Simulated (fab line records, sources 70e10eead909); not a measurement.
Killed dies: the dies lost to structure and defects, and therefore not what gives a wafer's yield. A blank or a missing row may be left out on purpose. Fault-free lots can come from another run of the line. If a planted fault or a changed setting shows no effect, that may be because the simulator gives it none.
Chamber matching	flow nand_harc	NHARC_P_M1_ETCH_35 on rie_diel-05: 4 sister chambers
The step etches the open film in N2/H2, target depth 40 nm, overetch 12 nm, time 43.94 s. 18 wafers are shown with their chamber, then 9 later ones without.

== WAFERS PAIRED WITH THEIR CHAMBERS ==
wafer	chamber	drypump_motor_current_A (A)	showerhead_plenum_p_Torr (Torr)	rf_vpp_V (V)
L074.1	2	5.8	2.19	435.6
L074.3	0	6.2	2.10	432.6
L074.4	1	5.3	2.13	434.2
L079.2	1	5.3	2.13	433.4
L079.3	2	5.8	2.19	433.9
L079.5	1	5.3	2.13	433.8
L080.1	1	5.3	2.13	431.7
L080.3	0	6.2	2.09	431.8
L080.6	2	5.8	2.19	434.0
L088.1	2	5.8	2.19	433.7
L088.3	3	5.7	2.15	433.9
L088.5	2	5.8	2.19	434.7
L090.1	1	5.3	2.13	432.8
L090.4	3	5.7	2.15	432.9
L090.5	3	5.7	2.15	433.4
L091.2	3	5.7	2.15	432.8
L091.5	2	5.7	2.19	431.7
L091.6	3	5.7	2.15	435.0

SIGNATURES, as means of the wafers listed above
reading	chamber 0	chamber 1	chamber 2	chamber 3	scatter within a chamber
drypump_motor_current_A	6.200	5.300	5.783	5.700	0.0244
showerhead_plenum_p_Torr	2.0950	2.1300	2.1900	2.1500	0.00189
rf_vpp_V	432.200	433.180	433.933	433.600	1.06
Rule: for each reading, subtract the chamber's mean from the wafer's reading, divide by that reading's scatter and square the result; add these up over the readings and take the root, which gives the wafer's distance from the chamber. If the next closest chamber is less than 2 further off than the closest, the wafer can't be placed; otherwise it belongs to the closest. The scatter: take each reading less its chamber's mean, square it, sum over the shown wafers, divide by the number of wafers less the number of chambers, and take the root.

== WAFERS MISSING THEIR CHAMBER ==
wafer	drypump_motor_current_A (A)	showerhead_plenum_p_Torr (Torr)	rf_vpp_V (V)
L092.3	5.8	2.19	432.6
L092.5	5.7	2.15	434.1
L092.6	6.2	2.09	432.3
L094.1	6.2	2.09	431.3
L094.2	5.3	2.12	432.6
L094.3	5.7	2.15	433.4
L097.1	6.2	2.09	431.7
L097.5	5.7	2.15	435.0
L097.6	5.8	2.18	434.3

== THE CHAMBER EACH PASSED THROUGH ==
wafer	from the rows above	in truth
L092.3	2	2
L092.5	3	3
L092.6	0	0
L094.1	0	0
L094.2	1	1
L094.3	3	3
L097.1	0	0
L097.5	3	3
L097.6	2	2
Placed correctly: 9 of 9. Can't be placed from these rows: 0. Wrongly placed: 0.
